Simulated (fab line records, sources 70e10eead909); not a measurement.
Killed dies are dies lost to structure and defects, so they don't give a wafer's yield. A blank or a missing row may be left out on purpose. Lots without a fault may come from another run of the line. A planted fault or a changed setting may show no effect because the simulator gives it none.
Chamber matching | flow nand_harc | NHARC_P_GATE_DESCUM_61 on rie_diel-07: 4 sister chambers
The step chemistry O2, time 3 s. 14 wafers are shown with their chamber, then 6 later ones without.

WAFERS WITH THEIR CHAMBER
wafer  | chamber | drypump_motor_current_A (A) | oes_product_au (a.u.) | rf_vpp_V (V)
L079.5 | 1       | 4.9                         | 0.994                 | 57.7
L079.6 | 2       | 6.2                         | 1.020                 | 57.5
L082.1 | 0       | 6.3                         | 1.000                 | 57.4
L082.5 | 3       | 6.6                         | 0.994                 | 59.1
L082.6 | 2       | 6.3                         | 1.019                 | 58.4
L083.1 | 2       | 6.2                         | 1.017                 | 58.9
L083.3 | 3       | 6.6                         | 0.994                 | 57.5
L083.4 | 2       | 6.2                         | 1.013                 | 58.5
L087.1 | 3       | 6.6                         | 0.995                 | 57.6
L087.4 | 2       | 6.2                         | 1.014                 | 57.6
L087.6 | 0       | 6.4                         | 1.001                 | 56.7
L090.1 | 2       | 6.3                         | 1.020                 | 58.1
L090.3 | 0       | 6.3                         | 1.014                 | 57.1
L090.6 | 2       | 6.2                         | 1.024                 | 57.0

SIGNATURES (means of the wafers above)
reading                 | chamber 0 | chamber 1 | chamber 2 | chamber 3 | scatter within a chamber
drypump_motor_current_A | 6.333     | 4.900     | 6.229     | 6.600     | 0.0458
oes_product_au          | 1.00500   | 0.99400   | 1.01814   | 0.99433   | 0.00458
rf_vpp_V                | 57.067    | 57.700    | 58.000    | 58.067    | 0.67
Rule: a wafer's distance from a chamber is the root of the sum, over the readings, of the square of ((its reading less the chamber's mean) divided by the reading's scatter). The wafer belongs to the nearest chamber; if the next one is less than 2 further off, it can't be placed. The scatter: the root of (the sum of the squares of (reading less its chamber's mean) over the shown wafers, divided by (wafers less chambers)).

WAFERS WITHOUT THEIR CHAMBER
wafer  | drypump_motor_current_A (A) | oes_product_au (a.u.) | rf_vpp_V (V)
L094.1 | 6.2                         | 1.008                 | 57.5
L094.3 | 6.6                         | 0.990                 | 57.5
L094.4 | 6.4                         | 0.998                 | 57.5
L097.1 | 4.9                         | 0.979                 | 58.4
L097.2 | 6.3                         | 0.999                 | 58.3
L097.5 | 4.9                         | 0.975                 | 59.7

WHICH CHAMBER EACH WENT THROUGH
wafer  | from the rows above     | in truth
L094.1 | can't be placed: 2 or 0 | 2
L094.3 | 3                       | 3
L094.4 | 0                       | 0
L097.1 | 1                       | 1
L097.2 | 0                       | 0
L097.5 | 1                       | 1
Placed correctly: 5 of 6. Can't be placed from these rows: 1 (the true chamber is among the candidates in 1). Placed wrongly: 0.
